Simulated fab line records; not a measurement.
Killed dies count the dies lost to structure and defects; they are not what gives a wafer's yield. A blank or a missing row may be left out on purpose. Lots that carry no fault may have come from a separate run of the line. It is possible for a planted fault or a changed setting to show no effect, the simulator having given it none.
Comparing a struck lot with a sound one / flow nandHarc / 40 steps out of a route of 1159
Sound: these wafers, L579.3, L579.4, L579.5. Struck: wafer L590.4; the same lot's L590.1 was not struck, so it is left out; see the end for the cause.
For every step that has rows: the tool of each side, followed by ch and its chambers, followed by its first start. Under that, the readings that differ: sound wafers / struck wafers / difference of the means / sigmas: that difference in standard deviations of wafers without a fault.
alike: words and numbers the same on both sides, and readings whose means are apart by under 2 such deviations; not compared: readings that were withheld, readings missing a value for some wafer, numbers with overlapping values and no deviation given by the record, and bounds like >300 which may hide the same value.
The two part at a step that has a row with sigmas, a row that says differs or no value, or rows on one side only. Non-overlapping numbers with no deviation appear without sigmas and do not part them. Lack of a reading on every wafer of one side parts them only where that side has two or more wafers.

NHARC_P_BONDPAD_OVL_MEAS_38:
  sound on overlay-02 at day 7 01:02; struck on overlay-01 at day 9 21:47
reading=overlayYNm (nm); sound=4 5 4; struck=-7; difference=-11; sigmas=-2
  alike: overlayXNm
then, 2 steps without rows for these wafers: NHARC_P_BONDPAD_HARDBAKE_10 (time 65 s); NHARC_P_BONDPAD_DESCUM_11 (chemistry O2, time 3 s).
NHARC_P_BONDPAD_ETCH_37: etches the open film in N2/H2, target depth 60 nm, overetch 18 nm, time 65.91 s.
  sound on rieDiel-07 ch 0,1,3, day 7 01:15; struck on rieDiel-07 ch 0, day 9 22:00
  alike: chamberPressureMTorr, drypumpMotorCurrentA, oesProductAu, rfFwdPowerW, rfVppV, showerheadPlenumPTorr, throttleValvePct
  not compared: rfHoursCounterH
NHARC_P_BONDPAD_ETCH_12: etches the open film in CHF3/O2, target depth 200 nm, time 100 s.
  sound on rieDiel-07 ch 0,2,3; struck on rieDiel-07 ch 0
  alike: chamberPressureMTorr, drypumpMotorCurrentA, oesProductAu, rfFwdPowerW, rfVppV, showerheadPlenumPTorr, throttleValvePct
  not compared: rfHoursCounterH
NHARC_P_BONDPAD_CD_MEAS_13:
  sound on cdSem-03 at day 7 01:31; struck on cdSem-01 at day 9 22:14
  alike: cdNm
then, 3 steps without rows for these wafers: NHARC_P_BONDPAD_STRIP_15 (strips in O2); NHARC_P_BONDPAD_ETCH_24 (etches the open film in CF4/N2, target depth 30 nm, time 72.99 s); NHARC_P_BONDPAD_STRIP_16 (strips in post etch residue remover, time 600 s).
NHARC_P_BONDPAD_DEGAS_25: time 60 s.
  sound on pvdSputter-02 at day 7 02:08; struck on pvdSputter-01 at day 9 22:52
  alike: heaterPowerW
NHARC_P_BONDPAD_PRE_CLEAN_26: time 30 s.
  sound on pvdSputter-02; struck on pvdSputter-01
  alike: heaterPowerW
then, 1 step without rows for these wafers: NHARC_P_BONDPAD_PVD_17 (deposits TaN, target thk 5 nm, time 8.06 s).
NHARC_P_BONDPAD_PVD_27: deposits Cu, target thk 30 nm, time 20.49 s.
  sound on pvdSputter-02 at day 7 02:22; struck on pvdSputter-01 at day 9 23:13
  alike: cathodeDcPowerW, throttleValvePct
then, 4 steps without rows for these wafers: NHARC_P_BONDPAD_ECD_18 (material Cu, target thk 400 nm); NHARC_P_BONDPAD_ANNEAL_28 (time 90 s); NHARC_P_BONDPAD_CMP_19 (polishes, t overpolish 30 s, cu recess touch 16 s, target thk 160.81 nm); NHARC_P_BONDPAD_SRD_21 (time 30 s, dry time 20 s).
NHARC_P_BONDPAD_INSPECT_23:
  sound on defectInspect-01 at day 7 03:46; struck on defectInspect-01 at day 10 00:45
  alike: rawDefectCount
then, 3 steps without rows for these wafers: NHARC_P_BONDPAD_ACTIVATE_29 (chemistry N2, time 60 s); NHARC_P_BONDPAD_PRECLEAN_30 (cleans in DIW, time 300 s); NHARC_P_BONDPAD_SRD_31 (time 30 s, dry time 20 s).
NHARC_A_START_INSPECT_01:
  rows exist in the record for the sound wafers here (defectInspect-01, day 7 04:13), none for the struck ones
then, 11 steps without rows for these wafers: NHARC_A_ZERO_WELL_PRECLEAN_00 (cleans in SPM, time 600 s); NHARC_A_ZERO_WELL_SRD_01; NHARC_A_ZERO_WELL_DEHYDRATE_02 (time 120 s); NHARC_A_ZERO_WELL_HMDS_03 (time 30 s); NHARC_A_ZERO_WELL_COAT_18 (time 65 s); NHARC_A_ZERO_WELL_COAT_04 (resist thk 600 nm); NHARC_A_ZERO_WELL_SOFTBAKE_05 (time 70 s); NHARC_A_ZERO_WELL_EBR_06; NHARC_A_ZERO_WELL_EXPOSE_07 (exposes mask A ZERO); NHARC_A_ZERO_WELL_PEB_08 (peb time 80 s); NHARC_A_ZERO_WELL_DEVELOP_09 (time 50 s).
NHARC_A_ZERO_WELL_CD_MEAS_10 targets a cd of 2000 nm.
  the record has rows for the sound wafers here (cdSem-02 ch 0, day 7 05:04) and none for the struck ones
then, 1 step without rows for these wafers: NHARC_A_ZERO_WELL_HARDBAKE_11 (time 65 s).
NHARC_A_ZERO_WELL_DESCUM_12: chemistry O2, time 3 s.
  the record has rows for the sound wafers here (rieDiel-10 ch 1,3, day 7 05:14) and none for the struck ones
then, 3 steps without rows for these wafers: NHARC_A_ZERO_WELL_ETCH_19 (etches the open film in N2/H2, target depth 80 nm, overetch 24 nm, time 87.88 s); NHARC_A_ZERO_WELL_ETCH_13 (etches the open film in HBr/Cl2, target depth 120 nm, time 40.1 s); NHARC_A_ZERO_WELL_STRIP_14 (strips in SPM, time 900 s).
-- jump in the record: it breaks off in module A_ZERO_WELL and resumes in module END (first step shown: number 1159 of the route), and 12 days separate the struck wafers' starts before and after --
NHARC_END_SORT_01:
  only the struck wafers appear in the record here, on prober-02 ch 0 at day 22 04:26; the sound ones have no rows

## WHERE THEY PART
At NHARC_P_BONDPAD_OVL_MEAS_38 first; at NHARC_END_SORT_01 last (within this record only).

WHY: the cause the simulator had injected
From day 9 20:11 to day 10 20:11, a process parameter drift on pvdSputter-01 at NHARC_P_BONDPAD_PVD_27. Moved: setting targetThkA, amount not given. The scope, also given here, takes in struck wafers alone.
